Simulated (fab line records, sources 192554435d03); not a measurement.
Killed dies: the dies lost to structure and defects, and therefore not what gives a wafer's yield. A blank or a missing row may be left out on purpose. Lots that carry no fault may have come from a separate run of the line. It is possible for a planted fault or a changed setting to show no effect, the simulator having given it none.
Chamber matching + flow n5Finfet + 4 sister chambers for N5_FIN_SAQP_ETCH_67 on rieDiel-04
The step etches SiNx in CH3F/O2, target depth 30 nm. 4 wafers are shown with their chamber, then 8 later ones without.

## WAFERS WITH THEIR CHAMBER
| wafer  | chamber | drypumpMotorCurrentA (A) |
|--------|---------|--------------------------|
| L078.5 | 2       | 5.8                      |
| L080.4 | 1       | 6.1                      |
| L082.6 | 0       | 5.5                      |
| L088.2 | 3       | 5.7                      |

## WAFERS WITH NO CHAMBER GIVEN
| wafer  | drypumpMotorCurrentA (A) |
|--------|--------------------------|
| L088.5 | 5.5                      |
| L088.6 | 6.1                      |
| L093.1 | 5.9                      |
| L093.3 | 6.1                      |
| L093.5 | 5.6                      |
| L096.2 | 6.1                      |
| L096.4 | 5.6                      |
| L096.6 | 5.5                      |

## THE CHAMBER EACH PASSED THROUGH
| wafer  | from the rows above          | in truth |
|--------|------------------------------|----------|
| L088.5 | 0                            | 0        |
| L088.6 | 1                            | 1        |
| L093.1 | can't be placed: 2 or 1 or 3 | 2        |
| L093.3 | 1                            | 1        |
| L093.5 | can't be placed: 0 or 3 or 2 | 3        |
| L096.2 | 1                            | 1        |
| L096.4 | can't be placed: 0 or 3 or 2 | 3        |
| L096.6 | 0                            | 0        |
Correctly placed: 5 of 8. These rows do not allow placing 3 (true chamber among the candidates in 3). Wrongly placed: 0.
How it was worked out, from the rows above alone: a wafer's distance from a chamber is the root of the sum, over the readings, of the square of ((its reading less the chamber's mean) divided by the reading's scatter). The wafer belongs to the nearest chamber; if the next one is less than 2 further off, it can't be placed. For every chamber, the mean is computed from those of its wafers that are shown. The scatter (one wafer shown for each chamber): square how far every hidden wafer sits from the nearest shown wafer, average those squares and take the square root.
